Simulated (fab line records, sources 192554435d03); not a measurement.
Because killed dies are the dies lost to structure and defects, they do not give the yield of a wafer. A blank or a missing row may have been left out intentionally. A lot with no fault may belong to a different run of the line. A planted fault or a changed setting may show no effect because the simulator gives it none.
Chamber matching | flow n5Finfet | N5_SD_EPI_N_LINER_46 on aldSin-02: 4 sister chambers
The step material SiNx, target thk 3 nm. 27 wafers are shown with their chamber, then 12 later ones without.

## WAFERS, EACH WITH ITS CHAMBER
wafer  | chamber | heaterPowerOuterW (W) | heaterPowerW (W) | chamberPressureTorr (Torr)
L074.1 | 1       | 524                   | 919              | 2.002
L074.3 | 3       | 569                   | 910              | 1.997
L074.5 | 3       | 565                   | 919              | 1.989
L075.2 | 2       | 523                   | 859              | 1.993
L075.4 | 0       | 500                   | 862              | 1.999
L075.5 | 0       | 516                   | 862              | 1.995
L080.2 | 0       | 517                   | 877              | 2.002
L080.3 | 1       | 535                   | 902              | 1.995
L080.6 | 2       | 508                   | 836              | 1.995
L081.1 | 0       | 512                   | 872              | 1.999
L081.3 | 3       | 572                   | 919              | 2.000
L081.6 | 3       | 590                   | 907              | 1.991
L083.3 | 1       | 522                   | 923              | 2.000
L083.4 | 2       | 512                   | 823              | 2.006
L083.6 | 2       | 526                   | 843              | 2.005
L084.1 | 0       | 514                   | 868              | 1.999
L084.5 | 0       | 533                   | 865              | 2.006
L084.6 | 1       | 540                   | 907              | 2.008
L087.1 | 3       | 589                   | 905              | 2.001
L087.3 | 0       | 513                   | 851              | 1.985
L087.5 | 2       | 525                   | 862              | 1.994
L090.1 | 1       | 537                   | 929              | 2.003
L090.4 | 3       | 580                   | 902              | 2.006
L090.6 | 1       | 538                   | 931              | 2.003
L092.1 | 3       | 595                   | 917              | 2.001
L092.2 | 1       | 528                   | 946              | 2.001
L092.4 | 0       | 508                   | 880              | 2.002

SIGNATURES, as means of the wafers listed above
reading             | chamber 0 | chamber 1 | chamber 2 | chamber 3 | scatter within a chamber
heaterPowerOuterW   | 514.12    | 532.00    | 518.80    | 580.00    | 9.35
heaterPowerW        | 867.12    | 922.43    | 844.60    | 911.29    | 12
chamberPressureTorr | 1.99838   | 2.00171   | 1.99860   | 1.99786   | 0.00569
Rule: a wafer's distance from a chamber is the root of the sum, over the readings, of the square of ((its reading less the chamber's mean) divided by the reading's scatter). The wafer belongs to the nearest chamber; if the next one is less than 2 further off, it can't be placed. The scatter: the root of (the sum of the squares of (reading less its chamber's mean) over the shown wafers, divided by (wafers less chambers)).

## WAFERS MISSING THEIR CHAMBER
wafer  | heaterPowerOuterW (W) | heaterPowerW (W) | chamberPressureTorr (Torr)
L093.1 | 544                   | 922              | 1.994
L093.4 | 571                   | 924              | 1.991
L093.5 | 525                   | 874              | 1.998
L095.1 | 588                   | 917              | 2.003
L095.3 | 548                   | 902              | 1.999
L095.6 | 583                   | 905              | 1.997
L096.1 | 515                   | 833              | 1.998
L096.5 | 530                   | 904              | 1.998
L096.6 | 566                   | 916              | 1.993
L097.1 | 521                   | 825              | 1.998
L097.2 | 580                   | 899              | 1.997
L097.6 | 588                   | 896              | 1.997

## CHAMBER TAKEN BY EACH
wafer  | from the rows above     | in truth
L093.1 | 1                       | 1
L093.4 | 3                       | 3
L093.5 | can't be placed: 0 or 2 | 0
L095.1 | 3                       | 3
L095.3 | can't be placed: 1 or 3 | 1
L095.6 | 3                       | 3
L096.1 | can't be placed: 2 or 0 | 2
L096.5 | can't be placed: 1 or 0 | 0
L096.6 | 3                       | 3
L097.1 | can't be placed: 2 or 0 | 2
L097.2 | 3                       | 3
L097.6 | 3                       | 3
Correctly placed: 7 of 12. Unplaceable from these rows: 5, with the true chamber sitting among the candidates in 5. Number placed wrongly: 0.
